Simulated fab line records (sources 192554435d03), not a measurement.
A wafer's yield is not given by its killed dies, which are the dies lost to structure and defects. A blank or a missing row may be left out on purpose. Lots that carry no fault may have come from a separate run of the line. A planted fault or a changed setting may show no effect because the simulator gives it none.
Chamber matching + flow n5-finfet + N5_BEOL_M0_SAQP_ALD_48 on ald-sin-02 has 4 sister chambers
The step deposits SiO2, target thk 20 nm, pulse time 1 s, co reactant pulse time 1 s. 4 wafers are shown with their chamber, then 7 later ones without.

## EACH WAFER AND ITS CHAMBER
| wafer  | chamber | heater-power-w (W) |
|--------|---------|--------------------|
| L084.6 | 3       | 80                 |
| L088.4 | 0       | 85                 |
| L091.1 | 2       | 80                 |
| L091.2 | 1       | 75                 |

## WAFERS WHOSE CHAMBER IS MISSING
| wafer  | heater-power-w (W) |
|--------|--------------------|
| L091.6 | 75                 |
| L093.3 | 76                 |
| L093.4 | 80                 |
| L093.6 | 76                 |
| L095.1 | 75                 |
| L095.4 | 81                 |
| L095.5 | 81                 |

## EACH ONE'S CHAMBER
| wafer  | from the rows above     | in truth                   |
|--------|-------------------------|----------------------------|
| L091.6 | 1                       | 1                          |
| L093.3 | 1                       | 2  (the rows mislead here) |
| L093.4 | can't be placed: 2 or 3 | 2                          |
| L093.6 | 1                       | 1                          |
| L095.1 | 1                       | 1                          |
| L095.4 | can't be placed: 2 or 3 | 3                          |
| L095.5 | can't be placed: 2 or 3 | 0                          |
Correct placement for 3 of the 7. From these rows, 3 cannot be placed; in 2 the true chamber is one of the candidates. Wrongly placed: 1.
How it was worked out, from the rows above alone: a wafer's distance from a chamber is the root of the sum, over the readings, of the square of ((its reading less the chamber's mean) divided by the reading's scatter). The wafer belongs to the nearest chamber; if the next one is less than 2 further off, it can't be placed. A chamber's mean is the mean of its shown wafers. The scatter (one wafer shown for each chamber): square how far every hidden wafer sits from the nearest shown wafer, average those squares and take the square root.
